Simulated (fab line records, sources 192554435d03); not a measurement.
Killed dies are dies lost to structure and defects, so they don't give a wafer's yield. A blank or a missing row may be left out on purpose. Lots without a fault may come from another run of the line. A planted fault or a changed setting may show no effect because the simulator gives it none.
Chamber matching | flow n5_finfet | N5_BEOL_M7_DEP_56 on pecvd-03: 3 sister chambers
The step deposits SiCN from 3MS/NH3, target thk 10 nm, time 17.5 s. 3 wafers are shown with their chamber, then 8 later ones without.

WAFERS WITH THEIR CHAMBER
wafer  | chamber | throttle_valve_pct (%)
L083.2 | 2       | 8.6
L083.3 | 0       | 9.6
L085.2 | 1       | 9.4

WAFERS WITHOUT THEIR CHAMBER
wafer  | throttle_valve_pct (%)
L085.3 | 9.7
L085.4 | 9.5
L089.1 | 8.6
L089.2 | 9.2
L089.4 | 8.8
L095.1 | 9.6
L095.2 | 8.8
L095.6 | 8.7

WHICH CHAMBER EACH WENT THROUGH
wafer  | from the rows above     | in truth
L085.3 | can't be placed: 0 or 1 | 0
L085.4 | can't be placed: 0 or 1 | 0
L089.1 | 2                       | 2
L089.2 | can't be placed: 1 or 0 | 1
L089.4 | 2                       | 2
L095.1 | can't be placed: 0 or 1 | 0
L095.2 | 2                       | 2
L095.6 | 2                       | 2
Placed correctly: 4 of 8. Can't be placed from these rows: 4 (the true chamber is among the candidates in 4). Placed wrongly: 0.
How it was worked out, from the rows above alone: a wafer's distance from a chamber is the root of the sum, over the readings, of the square of ((its reading less the chamber's mean) divided by the reading's scatter). The wafer belongs to the nearest chamber; if the next one is less than 2 further off, it can't be placed. A chamber's mean is the mean of its shown wafers. The scatter: with one shown wafer a chamber, the root of the mean of the squares of how far each hidden wafer lies from its nearest shown one.
